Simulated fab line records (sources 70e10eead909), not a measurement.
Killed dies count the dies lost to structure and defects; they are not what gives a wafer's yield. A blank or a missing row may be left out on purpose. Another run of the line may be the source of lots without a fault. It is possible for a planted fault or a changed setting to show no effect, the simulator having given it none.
fab line records    flow nandHarc
[record] lots = 12  wafers = 36  lastDay = 33
route steps=1302 shown P_ZERO_WELL@18 P_GATE@122 END@1302
lots that met no fault: taken from a fault-free run of the same line
startH: hours from the record's first day to the start of the lot's first wafer shown    waitH: hours from the lot's prior step to this one    " as in the row above    L1.1+2: a row that stands for several wafers    - value missing, or start not given    * or withheld: withheld    < > ~ a bound
route shown NAME@n: a module of which the file shows steps, and the number in the route of the first    usual: average and standard deviation across the fault-free wafers    same: alike in all rows    chamber/n: place in a boat    sites: the reading at each site    _std_site: standard deviation across them    _edge_site: the outer-site mean with the inner-site mean subtracted    radiusMm: how far each site lies from the wafer's centre    mask NAME#n: copy n    behind: tool/chamber where the wafer was last shaped    hold: what put the lot on hold/how long, in hours/how the hold closed    device: which transistor (n, p or np) failed to switch    end of line: the same wafers' tests at the end of the route    step lacking rows: just its recipe    killed: dies lost to structure and defects at the first sort, not the wafer's yield    map: shows each die of a wafer: x if killed, . if not, _ if none is there
set.NAME: the setting that was run; set.NAME@STEP: the one run at that earlier step    model.NAME: the simulator's own value behind a step, which no gauge read
the route's steps for a sample of lots (tables are steps, rows are wafers)
services: the hour from which a tool's chamber was out of use, counted from the record's first day as startH (under 0 if before that day), plus the number of hours and why
[[steps]]
[step NHARC_P_ZERO_WELL_ETCH_62]
[recipe] targetDepthA = 130  timeS = 6.5  chf3FlowSccm = 50  arFlowSccm = 200  rfW = 500  biasW = 200  chemistry = CHF3/Ar
[usual] drypumpMotorCurrentA = 5.8/0.42  oesProductAu = 0.961/0.017  rfVppV = 369.5/2.6  showerheadPlenumPTorr = 2.30/0.11  throttleValvePct = 20.216/0.0085
[same] timeS = 6.5
lot.wafer  tool        chamber  startH  waitH  drypumpMotorCurrentA  oesProductAu  rfHoursCounterH  rfVppV  showerheadPlenumPTorr  throttleValvePct
L285.3     rieDiel-09  2        -       -      6.0                   0.972         14               367.7   2.25                   20.218
L285.2     "           3        "       "      5.5                   0.989         17               366.2   2.19                   20.202
L285.1     "           0        "       "      5.8                   0.987         16               367.0   2.21                   20.210
L286.1     rieDiel-09  2        -       -      6.0                   0.977         17               369.4   2.25                   20.220
L286.3     "           0        "       "      5.8                   0.961         19               366.3   2.21                   20.207
L286.5     "           2        "       "      6.0                   0.982         -                367.7   2.25                   20.212
L288.2     rieDiel-09  0        -       -      5.8                   0.946         25               367.9   2.21                   20.209
L288.4     "           1        "       "      5.9                   0.946         -                374.8   2.48                   20.225
L288.6     "           2        "       "      6.0                   0.953         -                367.1   2.24                   20.219
L289.2     rieDiel-01  3        -       -      6.8                   0.952         9                367.2   2.21                   20.206
L289.1     "           1        "       "      5.9                   0.956         9                367.8   2.29                   20.215
L289.3     "           2        "       "      5.8                   0.954         11               372.0   2.45                   20.213
L291.1     rieDiel-04  1        -       -      5.0                   0.944         25               368.9   2.22                   20.237
L291.2     "           0        "       "      5.7                   0.940         22               374.5   2.53                   20.213
L291.6     "           1        "       "      5.0                   0.941         -                369.2   2.22                   20.229
L293.3     rieDiel-01  1        -       -      5.8                   0.950         21               370.6   2.29                   20.224
L293.1     "           2        "       "      5.8                   0.941         24               371.0   2.45                   20.227
L293.2     "           3        "       "      6.8                   0.956         23               367.6   2.20                   20.215
L294.1     rieDiel-01  0        -       -      5.3                   0.926         28               370.7   2.31                   20.214
L294.2     "           1        "       "      5.8                   0.931         25               370.3   2.29                   20.212
L294.6     "           2        "       "      5.8                   0.924         -                372.7   2.44                   20.235
L304.1     rieDiel-09  1        -       -      5.8                   0.944         16               372.7   2.46                   20.217
L304.4     "           2        "       "      6.0                   0.947         16               367.6   2.23                   20.212
L304.3     "           3        "       "      5.6                   0.929         18               369.4   2.17                   20.227
L305.1     rieDiel-04  2        -       -      5.4                   0.970         8                366.5   2.23                   20.214
L305.3     "           0        "       "      5.7                   0.995         11               373.9   2.51                   20.226
L305.6     "           2        "       "      5.4                   0.964         -                368.5   2.23                   20.196
L306.2     rieDiel-01  0        -       -      5.4                   0.976         6                369.3   2.29                   20.205
L306.1     "           1        "       "      5.8                   0.970         6                369.8   2.27                   20.218
L306.5     "           3        "       "      6.8                   0.948         -                367.1   2.19                   20.225
L307.1     rieDiel-09  1        -       -      5.9                   0.966         26               372.7   2.46                   20.219
L307.2     "           2        "       "      6.0                   0.970         24               368.4   2.22                   20.217
L307.5     "           0        "       "      5.9                   0.988         -                368.4   2.19                   20.211
L308.4     rieDiel-09  2        -       -      6.0                   0.966         26               367.2   2.22                   20.224
L308.3     "           3        "       "      5.6                   0.959         29               366.0   2.17                   20.208
L308.2     "           0        "       "      5.9                   0.951         30               367.7   2.19                   20.198
[step NHARC_P_GATE_CD_MEAS_11]
[recipe] targetCdNm = 1640  landingEnergyEv = 500
[usual] cdNm = 1639.6/1.3
lot.wafer  tool      chamber  startH  waitH  cdNm
L285.1     cdSem-01  0        88.84   -      1640.2
L285.2     "         0        "       "      1640.8
L285.3     "         0        "       "      1640.1
L286.1     cdSem-01  0        92.26   -      1638.4
L286.3     "         0        "       "      1637.8
L286.5     "         0        "       "      1638.3
L288.2     cdSem-03  0        109.89  -      1639.5
L288.4     "         0        "       "      1638.4
L288.6     "         0        "       "      1642.1
L289.1     cdSem-01  0        122.51  -      1640.5
L289.2     "         0        "       "      1640.3
L289.3     "         0        "       "      1640.8
L291.1     cdSem-02  0        143.98  -      1640.2
L291.2     "         0        "       "      1641.0
L291.6     "         0        "       "      1640.6
L293.1     cdSem-01  0        170.03  -      1640.7
L293.2     "         0        "       "      1639.9
L293.3     "         0        "       "      1640.4
L294.1     cdSem-03  0        174.03  -      1639.3
L294.2     "         0        "       "      1641.2
L294.6     "         0        "       "      1640.1
L304.1     cdSem-03  0        274.60  -      1637.0
L304.3     "         0        "       "      1639.4
L304.4     "         0        "       "      1640.4
L306.1     cdSem-02  0        287.11  -      1637.3
L306.2     "         0        "       "      1639.5
L306.5     "         0        "       "      1639.5
L305.1     cdSem-03  0        287.15  -      1640.1
L305.3     "         0        "       "      1638.9
L305.6     "         0        "       "      1639.9
L307.1     cdSem-01  0        297.85  -      1638.8
L307.2     "         0        "       "      1641.2
L307.5     "         0        "       "      1640.1
L308.2     cdSem-02  0        309.30  -      1640.2
L308.3     "         0        "       "      1639.8
L308.4     "         0        "       "      1640.1
[step NHARC_P_GATE_EXPOSE_23]
[recipe] na = 1.35  targetCdNm = 120  doseMj = 93.91  maskId = P_GATE
lot.wafer   tool            chamber  startH  waitH  mask
L285.1+2+3  arfiScanner-03  0        105.49  -      P_GATE#0
L286.1+3+5  arfiScanner-01  0        106.29  -      P_GATE#0
L288.2+4+6  arfiScanner-02  0        124.79  -      P_GATE#0
L289.1+2+3  arfiScanner-01  0        138.01  -      P_GATE#0
L291.1+2+6  arfiScanner-02  0        158.13  -      P_GATE#0
L293.1+2+3  arfiScanner-01  0        184.80  -      P_GATE#0
L294.1+2+6  arfiScanner-02  0        188.53  -      P_GATE_R1#0
L304.1+3+4  arfiScanner-03  0        288.70  -      P_GATE#0
L305.1+3+6  arfiScanner-02  0        301.00  -      P_GATE#0
L306.1+2+5  arfiScanner-01  0        301.16  -      P_GATE#0
L307.1+2+5  arfiScanner-03  0        315.11  -      P_GATE#0
L308.2+3+4  arfiScanner-03  0        326.57  -      P_GATE#0
[step NHARC_P_GATE_CD_MEAS_26]
[recipe] targetCdNm = 120  landingEnergyEv = 500
[usual] cdNm = 119.9/0.39
lot.wafer  tool      chamber  startH  waitH  cdNm
L285.1     cdSem-01  0        105.63  -      119.9
L285.2     "         0        "       "      120.1
L285.3     "         0        "       "      118.9
L286.1     cdSem-01  0        106.43  -      120.2
L286.3     "         0        "       "      119.8
L286.5     "         0        "       "      120.1
L288.2     cdSem-03  0        124.93  -      119.8
L288.4     "         0        "       "      119.2
L288.6     "         0        "       "      119.5
L289.1     cdSem-03  0        138.15  -      119.9
L289.2     "         0        "       "      120.1
L289.3     "         0        "       "      120.1
L291.1     cdSem-02  0        158.27  -      119.2
L291.2     "         0        "       "      119.8
L291.6     "         0        "       "      119.7
L293.1     cdSem-03  0        184.94  -      120.0
L293.2     "         0        "       "      120.2
L293.3     "         0        "       "      120.4
L294.1     cdSem-03  0        188.67  -      100.2
L294.2     "         0        "       "      100.7
L294.6     "         0        "       "      101.3
L304.1     cdSem-03  0        288.84  -      119.6
L304.3     "         0        "       "      120.4
L304.4     "         0        "       "      119.5
L305.1     cdSem-01  0        301.14  -      119.6
L305.3     "         0        "       "      120.1
L305.6     "         0        "       "      120.2
L306.1     cdSem-03  0        301.30  -      120.0
L306.2     "         0        "       "      120.0
L306.5     "         0        "       "      120.0
L307.1     cdSem-02  0        315.25  -      119.9
L307.2     "         0        "       "      119.7
L307.5     "         0        "       "      119.8
L308.2     cdSem-02  0        326.71  -      119.7
L308.3     "         0        "       "      119.9
L308.4     "         0        "       "      119.7
[step NHARC_P_GATE_STRIP_101]
[recipe] timeS = 20  o2FlowSccm = 500  arFlowSccm = 0  biasW = 0  chemistry = O2
[usual] drypumpMotorCurrentA = 5.7/0.46  oesProductAu = 1.000/0.0081  rfVppV = 57.7/0.91  showerheadPlenumPTorr = 3.50/0.15  throttleValvePct = 17.037/0.009
[same] timeS = 20
lot.wafer  tool        chamber  startH  waitH  drypumpMotorCurrentA  oesProductAu  rfHoursCounterH  rfVppV  showerheadPlenumPTorr  throttleValvePct
L285.3     rieDiel-12  2        116.67  0.1    5.8                   0.993         1.2              58.0    3.33                   17.028
L285.1     "           0        "       "      6.1                   0.985         0.8              56.6    3.42                   17.049
L285.2     "           1        "       "      5.3                   0.998         1.2              57.1    3.45                   17.028
L286.1     rieDiel-06  0        117.53  0.1    6.1                   0.996         9.1              57.6    3.56                   17.041
L286.3     "           2        "       "      6.4                   0.986         10.6             57.4    3.32                   17.032
L286.5     "           0        "       "      6.1                   0.999         -                58.2    3.56                   17.030
L288.4     rieDiel-12  0        136.10  0.1    6.1                   0.993         1.9              57.3    3.42                   17.028
L288.2     "           2        "       "      5.8                   0.998         3.2              56.9    3.33                   17.061
L288.6     "           1        "       "      5.3                   1.004         -                59.0    3.45                   17.055
L289.1     rieDiel-05  2        149.10  0.1    5.1                   0.990         4.9              57.6    3.44                   17.054
L289.3     "           3        "       "      5.1                   0.984         5.0              57.2    3.39                   17.031
L289.2     "           0        "       "      5.5                   0.998         4.5              56.7    3.75                   17.040
L291.2     rieDiel-06  0        169.42  0.1    6.1                   1.000         2.5              58.8    3.56                   17.035
L291.1     "           2        "       "      6.4                   0.989         2.6              56.8    3.32                   17.026
L291.6     "           0        "       "      6.1                   1.000         -                57.3    3.56                   17.048
L293.3     rieDiel-06  3        196.09  0.1    4.9                   0.995         3.5              57.7    3.79                   17.046
L293.2     "           0        "       "      6.1                   0.988         3.0              58.9    3.56                   17.051
L293.1     "           2        "       "      6.4                   0.988         3.0              57.4    3.32                   17.035
L294.2     rieDiel-12  1        199.76  0.1    5.3                   0.996         7.0              58.1    3.45                   17.036
L294.1     "           3        "       "      6.2                   1.005         4.9              58.4    3.47                   17.031
L294.6     "           2        "       "      5.8                   0.998         -                58.2    3.33                   17.028
L304.4     rieDiel-05  0        300.01  0.1    5.5                   1.006         4.0              58.5    3.74                   17.042
L304.1     "           1        "       "      5.0                   0.999         3.3              60.1    3.75                   17.039
L304.3     "           2        "       "      5.1                   1.004         3.6              55.9    3.43                   17.029
L306.2     rieDiel-12  0        312.38  0.1    6.1                   0.997         1.1              57.9    3.42                   17.048
L306.1     "           3        "       "      6.2                   0.992         1.2              57.5    3.47                   17.055
L306.5     "           0        "       "      6.1                   0.995         -                58.4    3.42                   17.043
L305.3     rieDiel-12  3        312.65  0.1    6.2                   0.999         1.3              57.4    3.47                   17.033
L305.1     "           0        "       "      6.0                   0.994         1.1              57.5    3.42                   17.043
L305.6     "           1        "       "      5.3                   1.006         -                56.2    3.44                   17.039
L307.1     rieDiel-05  2        326.27  0.1    5.1                   1.006         5.9              57.6    3.43                   17.023
L307.2     "           1        "       "      5.1                   0.990         5.2              59.7    3.75                   17.044
L307.5     "           3        "       "      5.1                   0.993         -                56.8    3.39                   17.026
L308.2     rieDiel-06  1        337.88  0.1    5.8                   0.994         1.2              57.8    3.55                   17.034
L308.4     "           2        "       "      6.4                   0.993         1.2              57.0    3.31                   17.038
L308.3     "           3        "       "      4.9                   0.999         0.8              58.7    3.78                   17.036
[step NHARC_END_SORT_01]
[recipe] tempC = 25
[usual] killedAtArray = 61/23  killedAtOther = 1.3/1.4  killedAtPeriphery = 4.0/2.6  killedDies = 66/22  killedOpen = 3.4/1.8  killedShort = 2.3/1.4
[same] grossDies = 677
lot.wafer  tool       chamber  startH  waitH  killedAtArray  killedAtOther  killedAtPeriphery  killedDies  killedOpen  killedShort
L294.1     prober-02  0        640.61  2.5    27             1              249                277         3           2
L294.2     prober-02  0        641.42  2.8    32             3              168                203         5           4
L294.6     prober-02  0        644.64  4.0    32             5              154                191         4           3
// killed by level:class
L294.1 P_GATE:areaExpose=243 A_CHANNEL_HOLE_D2:chamberFilmFlake=7 P_BONDPAD:chamberFilmFlake=4 A_CHANNEL_HOLE_D1:chamberFilmFlake=4 A_STAIRCASE:chamberFilmFlake=4 A_CHANNEL_HOLE_D2:geometricParticle:open=2 P_ZERO_WELL:chamberFilmFlake=2 A_SLIT:chamberFilmFlake=2
L294.2 P_GATE:areaExpose=156 A_CHANNEL_HOLE_D2:chamberFilmFlake=15 P_BONDPAD:chamberFilmFlake=6 A_CHANNEL_HOLE_D1:chamberFilmFlake=3 THIN_TSV:chamberFilmFlake=3 P_ZERO_WELL:chamberFilmFlake=2 A_ZERO_WELL:chamberFilmFlake=2 A_SLIT:chamberFilmFlake=2
L294.6 P_GATE:areaExpose=146 A_CHANNEL_HOLE_D2:chamberFilmFlake=17 A_CONTACT:chamberFilmFlake=5 P_BONDPAD:chamberFilmFlake=4 THIN_TSV:chamberFilmFlake=4 A_CHANNEL_HOLE_D1:chamberFilmFlake=2 A_SLIT:chamberFilmFlake=2 P_GATE:geometricParticle:open=1
[[services]]
tool            chamber  startH  hours  kind
rieDiel-01      -        1.18    1.2    repair
rieDiel-09      -        2.12    3.3    repair
rieDiel-06      0        14.02   8.3    repair
arfiScanner-03  -        24.00   4.0    pm
rieDiel-01      -        26.93   9.0    pm
arfiScanner-01  -        48.82   0.5    repair
rieDiel-09      3        50.84   15.4   repair
rieDiel-12      3        58.79   7.0    repair
rieDiel-12      2        60.87   7.6    repair
arfiScanner-02  -        62.83   0.6    repair
rieDiel-09      1        72.86   4.9    repair
rieDiel-12      2        87.56   8.5    repair
rieDiel-12      -        91.52   9.0    pm
rieDiel-09      0        91.74   2.6    repair
rieDiel-09      3        124.91  8.3    repair
rieDiel-12      -        125.39  1.3    repair
rieDiel-12      2        140.13  3.5    repair
rieDiel-09      -        143.12  9.0    pm
rieDiel-12      2        152.74  5.6    repair
rieDiel-12      0        173.05  19.4   repair
rieDiel-12      2        252.15  15.3   repair
rieDiel-12      -        268.52  9.0    pm
rieDiel-09      3        298.81  1.7    repair
rieDiel-09      -        320.12  9.0    pm
[[key]]
[firstSign] step = NHARC_P_GATE_EXPOSE_23  reading = mask  direction = changed
[effect] step = NHARC_P_GATE_CD_MEAS_26  reading = cdNm  direction = down  sigmas = 49  usual = 119.9  struck = 100.7
[effect] step = NHARC_END_SORT_01  reading = killedAtPeriphery  direction = up  sigmas = 70  usual = 4.0  struck = 190.3
[moreKillsBornAt] NHARC_P_GATE_EXPOSE_23@arfiScanner-02 = 545
metAt NHARC_P_GATE_EXPOSE_23
struckLots L294
testerLeftOut L294
notActingAt NHARC_P_ZERO_WELL_ETCH_62,NHARC_P_GATE_CD_MEAS_11,NHARC_P_GATE_STRIP_101
onsetBetween 158.13 188.53
[fault] kind = wrongMask  tool = any  chamber = -  onsetH = 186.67  steps = NHARC_P_GATE_EXPOSE_23  auxCopy = P_GATE_R1#0  cdOffsetNm = -19.873  scope = struckLotsOnly
// testerLeftOut: of these lots the tester's yield and bins aren't shown, on N5 and GAA mostly nor the transistor test; their killed dies are dies lost to structure and defects alone, not to doping, threshold or leakage, so they don't give the yield
